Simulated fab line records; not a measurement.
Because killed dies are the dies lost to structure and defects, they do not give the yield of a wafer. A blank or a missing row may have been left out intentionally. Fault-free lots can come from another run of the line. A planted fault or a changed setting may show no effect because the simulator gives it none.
2 desks, one fault :: flow nand harc :: only its own numbers are on each desk; what lay behind them is given at the end

METROLOGY DESK
Lot by lot, what the gauges showed, no matter which tool ran the lot: averages of those sampled wafers that carry a number. A lot is out of limits, marked OUT, if its mean lies more than 4 standard deviations from the usual mean; the brackets give that distance.
Columns: A = cd nm at NHARC_P_GATE_CD_MEAS_59, usual 720.0 nm
lot: L612
first seen here: day 5 15:34
A: 718.5

lot: L617
first seen here: day 7 18:32
A: 718.0

lot: L618
first seen here: day 8 05:21
A: 717.8

lot: L627
first seen here: day 11 19:51
A: 719.6

lot: L626
first seen here: day 11 20:38
A: 717.9

lot: L628
first seen here: day 12 17:34
A: 719.2

lot: L629
first seen here: day 12 21:26
A: 720.3

lot: L630
first seen here: day 13 05:38
A: 721.3

lot: L632
first seen here: day 13 23:18
A: 717.3

lot: L631
first seen here: day 14 00:20
A: 720.2

lot: L633
first seen here: day 14 20:25
A: 719.0

lot: L634
first seen here: day 15 01:23
A: 718.0

lot: L635
first seen here: day 15 14:45
A: 723.3
Result from this desk: across the 13 lots, nothing is out of limits.

DESK OF THE TOOL OWNER: pecvd-03
The tool's own readings at NHARC_P_CONTACT_DEP_30 (deposits SiNx, target thk 30 nm): means of the sampled wafers that have a number, for each lot that ran on this tool. A lot is out of limits, marked OUT, if its mean lies more than 4 standard deviations from the usual mean; the brackets give that distance.
Columns: A = heater power outer w at NHARC_P_CONTACT_DEP_30, usual 433 W; B = heater power w at NHARC_P_CONTACT_DEP_30, usual 714 W
lot: L617
first seen here: day 7 23:34
A: 427
B: 705

lot: L631
first seen here: day 14 05:11
A: 469
B: 755

lot: L634
first seen here: day 15 06:14
A: 530
B: 821
Result from this desk: across the 3 lots, nothing is out of limits.

BROUGHT TOGETHER
The metrology desk saw nothing out of limits.
Nothing out of limits was seen by the tool owner's desk.

WHAT THE SIMULATOR HAD INSERTED
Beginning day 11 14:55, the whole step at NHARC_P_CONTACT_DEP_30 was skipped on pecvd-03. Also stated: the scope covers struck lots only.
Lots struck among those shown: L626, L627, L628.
